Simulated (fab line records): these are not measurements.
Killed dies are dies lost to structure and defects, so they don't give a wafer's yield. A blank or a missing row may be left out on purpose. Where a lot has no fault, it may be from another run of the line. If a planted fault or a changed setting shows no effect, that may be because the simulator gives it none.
Problem report, 8D (eight disciplines) form, completed by code | flow n5 finfet | the parts of the form that need people (team, actions taken, sign-off) are left out

## 1. THE ISSUE
run length s at N5_PASSIVATION_PECVD_35 reads a mean of 290.6 s on 2 wafers of 2 lots; wafers without a fault read 195.2 s with a standard deviation of 0.57. So: +99 or more standard deviations from the usual mean.
The step: deposits SiNx from SiH4/NH3/N2, target thk 700 nm, time 151.3 s.
Seen first at day 16 02:44 on pecvd-02, wafer L783.2. Wafers with a number at this step in the record: 29, from 10 lots. Rule for "out", or "out of limits": more than 4 standard deviations from the usual mean. The other wafers with a number count as sound.

## 2. WHAT IT IS; WHAT IT IS NOT
question                    | is                | is not
which readings at this step | run length s      | heater power w, showerhead plenum p Torr, showerhead vpp V, throttle valve pct
which lots                  | L783, L785        | L768, L769, L775, L778, L779, L781, L782, L791
which wafers of those lots  | L783.2, L785.3    | L783.4, L785.1, L785.4
read on which tools         | pecvd-02          | pecvd-03, pecvd-04
when                        | from day 16 02:44 | up to then (22 sound wafers); but 5 sound wafers of L785, L791 came after

## 3. THE SUSPECTS, EACH WITH WHAT RULES IT OUT
Counting: if a tool at a process step up to the reading ran every lot that is out, it stays a suspect. Sound lots after the first of them don't rule it out here, since some wafers of a struck lot are sound.
- pecvd-02 at N5_PASSIVATION_PECVD_35 (deposits SiNx from SiH4/NH3/N2, target thk 700 nm, time 151.3 s): kept. Every lot that is out went through it, the first being L783 (day 16 02:44); the last sound lot it ran before that was L781 (day 15 08:04). Its own run length s readings are out on those wafers.
After counting, what remains is pecvd-02 at N5_PASSIVATION_PECVD_35.

## 4. THE CAUSE (what the simulator had put in)
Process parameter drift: pecvd-02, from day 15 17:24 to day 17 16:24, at N5_PASSIVATION_PECVD_35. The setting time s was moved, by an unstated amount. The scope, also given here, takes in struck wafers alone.
Counting left only this tool.

## 5. SEQUENCE OF EFFECTS, ordered by route
Each row: a reading where the mean over the struck wafers with a number is more than 3 standard deviations away from the usual. Readings are gone through only where the record gives a usual standard deviation; hours: the median, over the lots, of the time from a lot's start at the first step in this table giving one to that lot's start at this step; sigmas: the change measured in usual standard deviations.
hours | step                    | reading              | usual   | on struck wafers | change  | sigmas
0     | N5_PASSIVATION_PECVD_35 | run length s         | 195.2 s | 290.6            | +95.4   | +99 or more
4     | N5_PASSIVATION_PROBE_49 | defect limited yield | 91.6 %  | 0.0              | -91.6   | -57
4     | N5_PASSIVATION_PROBE_49 | killed at other      | 3.7     | 1065.5           | +1061.8 | +99 or more
4     | N5_PASSIVATION_PROBE_49 | killed dies          | 100     | 1180             | +1080   | +57
4     | N5_PASSIVATION_PROBE_49 | killed on rim        | 13      | 152              | +139    | +33
4     | N5_PASSIVATION_PROBE_49 | sort_bin_5_function  | 5.0 %   | 96.0             | +91.0   | +83
4     | N5_PASSIVATION_PROBE_49 | sort n pass          | 1080    | 0                | -1080   | -60
4     | N5_PASSIVATION_PROBE_49 | sort yield pct       | 91.6 %  | 0.0              | -91.6   | -57
It contains these process steps:
- N5_PASSIVATION_PECVD_35: deposits SiNx from SiH4/NH3/N2, target thk 700 nm, time 151.3 s.
- N5_PASSIVATION_PROBE_49
At these later measuring or inspecting steps, every struck wafer for which the step has a row has a number for every such reading, and none has moved that far: N5_PASSIVATION_CD_MEAS_44.

## 6. HOW IT WOULD HAVE BEEN CAUGHT EARLIER
In this record the first reading out of limits was taken at day 16 02:44, 9 hours after the fault began at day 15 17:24.
